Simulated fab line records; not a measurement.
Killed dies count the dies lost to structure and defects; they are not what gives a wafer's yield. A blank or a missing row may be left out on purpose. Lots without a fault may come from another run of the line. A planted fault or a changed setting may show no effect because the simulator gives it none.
A lot that was struck, set against a sound lot -- flow nand harc -- 15 steps out of a route of 1159
Sound: these wafers, L853.2, L853.4, L853.5. Wafers struck: L838.3, L838.4, L838.6. At the end, the cause is stated.
Each step with rows lists, per side, the tool, then ch with its chambers, then its first start. Under that, the readings that differ: sound wafers -- struck wafers -- difference of the means -- sigmas: that difference in standard deviations of wafers without a fault.
alike: readings with means less than 2 such deviations apart, plus words and numbers identical on both sides. not compared: withheld readings, readings lacking a value on some wafer, bounds such as >300 that could conceal the same value, and numbers that have no deviation in the record and whose values overlap.
A row with sigmas, a row that says differs or no value, or rows on one side alone: a step with any of these is where the two part. Non-overlapping numbers with no deviation appear without sigmas and do not part them. A reading missing from all wafers of one side parts the sides only when that side holds two or more wafers.

NHARC_A_ZERO_WELL_DESCUM_12: chemistry O2, time 3 s.
  sound on rie diel-12 ch 1,2,3, day 11 05:16; struck on rie diel-02 ch 0,2,3, day 7 18:01
  alike: drypump motor current A, oes product au, rf vpp V, showerhead plenum p Torr, throttle valve pct
  not compared: rf hours counter h
NHARC_A_ZERO_WELL_ETCH_19: etches the open film in N2/H2, target depth 80 nm, overetch 24 nm, time 87.88 s.
  sound on rie diel-12 ch 1,3, day 11 05:20; struck on rie diel-02 ch 0,1, day 7 18:05
  alike: drypump motor current A, oes product au, rf vpp V, showerhead plenum p Torr, throttle valve pct
  not compared: rf hours counter h
NHARC_A_ZERO_WELL_ETCH_13: etches the open film in HBr/Cl2, target depth 120 nm, time 40.1 s.
  sound on rie si-06 ch 1,3, day 11 05:27; struck on rie si-06 ch 1,3, day 7 18:12
  alike: drypump motor current A, oes product au, throttle valve pct
  not compared: rf hours counter h
then, 4 steps without rows for these wafers: NHARC_A_ZERO_WELL_STRIP_14 (strips in SPM, time 900 s); NHARC_A_ZERO_WELL_IMPLANT_15; NHARC_A_ZERO_WELL_PRECLEAN_22 (cleans in SC1, time 60 s); NHARC_A_ZERO_WELL_SRD_23.
NHARC_A_ZERO_WELL_RTA_16: time 10 s.
  sound on rtp anneal-02 ch 0, day 11 06:27; struck on rtp anneal-01 ch 0, day 7 19:19
reading,sound,struck,difference,sigmas
lamp power pct (%),26.5 26.5 26.6,25.3 25.2 25.2,-1.3,-2
  alike: wafer_temp_C_max
NHARC_A_ZERO_WELL_INSPECT_17:
  struck on defect inspect-01, day 7 19:28; sound on defect inspect-01, day 11 06:37
  alike: raw defect count
then, 2 steps without rows for these wafers: NHARC_A_SOURCE_PLATE_PRECLEAN_00 (cleans in HF-LAST, time 60 s); NHARC_A_SOURCE_PLATE_SRD_01.
NHARC_A_SOURCE_PLATE_OXIDE_02: material SiO2, target thk 10 nm, ox time 1362 s.
  sound on furnace-02 ch 0, day 11 12:07; struck on furnace-04 ch 0, day 8 06:46
reading,sound,struck,difference,sigmas
zone power top pct (%),36.1 36.1 36.6,30.9 30.7 30.2,-5.7,-2
  alike: ox temp c, ox time s, spike tc bottom C, zone power upper pct
NHARC_A_SOURCE_PLATE_THK_MEAS_09: measures by ellipsometry.
  struck on film metro-01, day 8 11:14; sound on film metro-02, day 11 16:10
reading,sound,struck,difference,sigmas
thk nm (nm),9.6 9.8 9.7,16.8 15.1 15.9,+6.2,+6
then, 1 step without rows for these wafers: NHARC_A_SOURCE_PLATE_PVD_04 (deposits WSi2, target thk 50 nm).
-- the record jumps here: 12 days lie between the struck wafers' starts before and after (it left off in module A_SOURCE_PLATE and takes up again in module END, whose first step shown is number 1159 of the route) --
NHARC_END_SORT_01:
  the record has rows for the struck wafers here (prober-02 ch 0, day 20 06:31) and none for the sound ones

WHERE THEY PART
Earliest at NHARC_A_ZERO_WELL_RTA_16; latest, in this record, at NHARC_END_SORT_01.

WHY: what had been put in by the simulator
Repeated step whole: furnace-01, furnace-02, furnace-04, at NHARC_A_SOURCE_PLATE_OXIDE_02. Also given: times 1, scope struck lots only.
